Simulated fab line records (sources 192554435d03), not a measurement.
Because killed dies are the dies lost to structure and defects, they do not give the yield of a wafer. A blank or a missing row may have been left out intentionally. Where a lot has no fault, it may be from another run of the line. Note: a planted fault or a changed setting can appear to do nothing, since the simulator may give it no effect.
Which tool was responsible?    flow n5-finfet    72 wafers from 24 lots sampled at 4 of the route's 1938 steps

== WHAT THE GAUGES SHOWED, per wafer ==
N5_START_INSPECT_01: inspects for defects (unpatterned scan). Usual: raw-defect-count 5.9, standard deviation 2.4.
lot   measured     on                 raw-defect-count  flag
L074  day 1 12:02  defect-inspect-01  3 6 5             
L075  day 1 18:02  defect-inspect-01  5 9 10            
L076  day 2 00:02  defect-inspect-02  3 3 3             
L077  day 2 06:02  defect-inspect-01  2 6 7             
L078  day 2 12:02  defect-inspect-02  5 6 4             
L079  day 2 18:02  defect-inspect-02  5 4 6             
L080  day 3 00:02  defect-inspect-01  5 4 8             
L081  day 3 06:02  defect-inspect-02  7 7 7             
L082  day 3 12:02  defect-inspect-01  6 9 7             
L083  day 3 18:02  defect-inspect-02  4 3 8             
L084  day 4 00:02  defect-inspect-01  0 4 6             
L085  day 4 06:02  defect-inspect-02  10 5 7            
L086  day 4 12:02  defect-inspect-01  6 4 12            
L087  day 4 18:02  defect-inspect-02  9 6 6             
L088  day 5 00:02  defect-inspect-02  5 5 5             
L089  day 5 06:02  defect-inspect-01  10 6 11           
L090  day 5 12:02  defect-inspect-01  8 6 5             
L091  day 5 18:02  defect-inspect-01  4 5 7             
L092  day 6 00:02  defect-inspect-02  6 6 9             
L093  day 6 06:02  defect-inspect-02  7 6 4             
L094  day 6 12:02  defect-inspect-02  5 8 5             
L095  day 6 18:02  defect-inspect-02  6 11 8            
L096  day 7 00:02  defect-inspect-02  5 4 6             
L097  day 7 06:02  defect-inspect-02  7 8 8             

N5_WELL_APT_INSPECT_27: inspects for defects (macro). Usual: raw-defect-count 2.0, standard deviation 1.4.
lot   measured     on                 raw-defect-count  flag
L074  day 1 14:59  defect-inspect-01  3 1 5             
L075  day 1 20:52  defect-inspect-01  4 1 3             
L076  day 2 03:33  defect-inspect-01  1 2 1             
L077  day 2 09:42  defect-inspect-01  0 1 3             
L078  day 2 14:58  defect-inspect-01  3 3 4             
L079  day 2 21:13  defect-inspect-02  1 1 4             
L080  day 3 03:01  defect-inspect-01  1 2 2             
L081  day 3 09:08  defect-inspect-01  2 1 0             
L082  day 3 15:23  defect-inspect-01  1 6 1             
L083  day 3 21:10  defect-inspect-01  4 0 3             
L084  day 4 03:19  defect-inspect-02  5 0 1             
L085  day 4 09:41  defect-inspect-01  6 3 4             
L086  day 4 15:29  defect-inspect-02  3 1 3             
L087  day 4 21:16  defect-inspect-02  4 1 0             
L088  day 5 02:59  defect-inspect-02  1 1 3             
L089  day 5 09:19  defect-inspect-02  3 1 2             
L090  day 5 15:14  defect-inspect-01  3 0 4             
L091  day 5 21:11  defect-inspect-02  4 2 2             
L092  day 6 03:04  defect-inspect-02  5 0 1             
L093  day 6 08:55  defect-inspect-02  4 1 4             
L094  day 6 15:05  defect-inspect-01  2 1 2             
L095  day 6 21:33  defect-inspect-01  0 2 2             
L096  day 7 03:10  defect-inspect-01  3 2 3             
L097  day 7 09:01  defect-inspect-02  2 1 0             

== WHICH TOOL RAN EACH LOT (tool, then ch and the chambers of the sampled wafers, then the start) ==
lot   N5_ZERO_LAYER_PECVD_02          N5_ZERO_LAYER_STRIP_24
L074  pecvd-02 ch 1,2, day 1 12:17    plasma-asher-01 ch 0,1, day 1 13:02
L075  pecvd-03 ch 0,1,2, day 1 18:17  plasma-asher-01 ch 0,1, day 1 18:53
L076  pecvd-03 ch 0,1,2, day 2 00:17  plasma-asher-01 ch 0,1, day 2 01:01
L077  pecvd-02 ch 0,1, day 2 06:17    plasma-asher-01 ch 0,1, day 2 07:32
L078  pecvd-03 ch 0,1,2, day 2 12:17  plasma-asher-02 ch 0,1, day 2 12:53
L079  pecvd-02 ch 0,1, day 2 18:17    plasma-asher-01 ch 0,1, day 2 18:55
L080  pecvd-02 ch 0, day 3 00:17      plasma-asher-02 ch 0,1, day 3 00:58
L081  pecvd-03 ch 0,1,2, day 3 06:18  plasma-asher-02 ch 0,1, day 3 07:02
L082  pecvd-02 ch 0,1, day 3 12:17    plasma-asher-01 ch 0,1, day 3 12:55
L083  pecvd-04 ch 0,1,2, day 3 18:18  plasma-asher-01 ch 0,1, day 3 19:11
L084  pecvd-02 ch 0,1,2, day 4 00:17  plasma-asher-01 ch 0,1, day 4 01:04
L085  pecvd-04 ch 0,1, day 4 06:18    plasma-asher-02 ch 0,1, day 4 06:58
L086  pecvd-04 ch 0,2, day 4 12:17    plasma-asher-02 ch 1, day 4 13:01
L087  pecvd-02 ch 0,2, day 4 18:17    plasma-asher-02 ch 0,1, day 4 19:07
L088  pecvd-04 ch 1,2, day 5 00:17    plasma-asher-01 ch 0,1, day 5 01:01
L089  pecvd-03 ch 0,1,2, day 5 06:18  plasma-asher-02 ch 0,1, day 5 06:57
L090  pecvd-03 ch 0,1, day 5 12:19    plasma-asher-02 ch 0,1, day 5 13:08
L091  pecvd-02 ch 0,2, day 5 18:20    plasma-asher-02 ch 0,1, day 5 19:05
L092  pecvd-03 ch 0,1,2, day 6 00:19  plasma-asher-01 ch 0,1, day 6 00:56
L093  pecvd-04 ch 0,2, day 6 06:17    plasma-asher-01 ch 0,1, day 6 06:58
L094  pecvd-02 ch 0,2, day 6 12:18    plasma-asher-02 ch 1, day 6 12:55
L095  pecvd-02 ch 0,2, day 6 18:17    plasma-asher-02 ch 0,1, day 6 18:53
L096  pecvd-02 ch 1,2, day 7 00:28    plasma-asher-01 ch 0,1, day 7 01:12
L097  pecvd-03 ch 1,2, day 7 06:19    plasma-asher-01 ch 0,1, day 7 07:01
- N5_ZERO_LAYER_PECVD_02: deposits SiO2 from SiH4/N2O, target thk 10 nm, time 6 s.
- N5_ZERO_LAYER_STRIP_24: strips in O2.

== WHAT THE TOOLS THEMSELVES READ (means of the sampled wafers that have a number; where no wafer has one, the mark that the record gives instead) ==
N5_ZERO_LAYER_PECVD_02. Usual: heater-power-w 770 W, standard deviation 90; showerhead-plenum-p-Torr 8.23 Torr, standard deviation 0.1; susceptor-temp-C 399.95 C, standard deviation 0.21.
lot   tool      heater-power-w (W)  showerhead-plenum-p-Torr (Torr)  susceptor-temp-C (C)  flag
L074  pecvd-02  750                 8.26                             400.03                
L075  pecvd-03  726                 8.26                             399.89                
L076  pecvd-03  708                 8.27                             400.07                
L077  pecvd-02  820                 8.32                             399.98                
L078  pecvd-03  753                 8.27                             400.05                
L079  pecvd-02  731                 8.31                             399.97                
L080  pecvd-02  811                 8.30                             400.07                
L081  pecvd-03  742                 8.27                             399.89                
L082  pecvd-02  754                 8.32                             399.99                
L083  pecvd-04  788                 8.06                             399.98                
L084  pecvd-02  781                 8.25                             399.90                
L085  pecvd-04  749                 8.11                             399.74                
L086  pecvd-04  738                 8.07                             399.80                
L087  pecvd-02  822                 8.25                             399.55                
L088  pecvd-04  894                 8.01                             399.84                
L089  pecvd-03  755                 8.26                             400.05                
L090  pecvd-03  782                 8.25                             399.79                
L091  pecvd-02  852                 8.19                             400.13                
L092  pecvd-03  730                 8.26                             399.95                
L093  pecvd-04  760                 8.07                             399.89                
L094  pecvd-02  875                 8.25                             400.00                
L095  pecvd-02  773                 8.18                             400.24                
L096  pecvd-02  711                 8.21                             399.95                
L097  pecvd-03  802                 8.29                             399.78                

N5_ZERO_LAYER_STRIP_24. Usual: drypump-motor-current-A 5.89 A, standard deviation 0.14; heater-power-w 344 W, standard deviation 23; oes-product-au 0.647 a.u., standard deviation 0.0049; strip-time-to-endpoint-s 43.86 s, standard deviation 0.093.
lot   tool             drypump-motor-current-A (A)  heater-power-w (W)  oes-product-au (a.u.)  strip-time-to-endpoint-s (s)  flag
L074  plasma-asher-01  5.96                         345                 0.644                  43.76                         
L075  plasma-asher-01  5.99                         361                 0.642                  44.02                         
L076  plasma-asher-01  5.97                         362                 0.646                  43.87                         
L077  plasma-asher-01  5.99                         341                 0.644                  43.94                         
L078  plasma-asher-02  5.80                         330                 0.649                  43.87                         
L079  plasma-asher-01  5.97                         359                 0.648                  43.86                         
L080  plasma-asher-02  5.72                         339                 0.654                  43.89                         
L081  plasma-asher-02  5.72                         335                 0.643                  43.85                         
L082  plasma-asher-01  5.99                         363                 0.649                  43.86                         
L083  plasma-asher-01  5.97                         363                 0.647                  43.99                         
L084  plasma-asher-01  5.96                         341                 0.647                  43.87                         
L085  plasma-asher-02  5.73                         338                 0.653                  43.99                         
L086  plasma-asher-02  5.91                         322                 0.647                  43.85                         
L087  plasma-asher-02  5.81                         334                 0.645                  43.99                         
L088  plasma-asher-01  5.99                         362                 0.647                  43.84                         
L089  plasma-asher-02  5.74                         338                 0.641                  43.86                         
L090  plasma-asher-02  5.82                         334                 0.652                  43.83                         
L091  plasma-asher-02  5.83                         328                 0.647                  43.79                         
L092  plasma-asher-01  5.99                         341                 0.643                  43.78                         
L093  plasma-asher-01  5.99                         345                 0.642                  43.78                         
L094  plasma-asher-02  5.92                         319                 0.646                  43.87                         
L095  plasma-asher-02  5.79                         333                 0.648                  43.70                         
L096  plasma-asher-01  5.97                         344                 0.642                  43.82                         
L097  plasma-asher-01  5.99                         366                 0.647                  43.87                         

== THE ANSWER, worked out from the rows above alone ==
Rule: a lot counts as off when the mean over its wafers that have a number is more than 3 standard deviations away from the usual mean. Also off: a lot with no number at a reading for which 4 or more lots have one. All remaining lots with rows at the step are treated as sound. The gauges are gone through in route order, then the tools' own readings, and for those a lot's mean is taken as printed above. At the first step where some lot is off, the reading lying furthest off is the one used; lots without a number count as furthest.
None of the lots is off at any reading shown; this tells nothing.

== WHAT WAS PUT IN BY THE SIMULATOR ==
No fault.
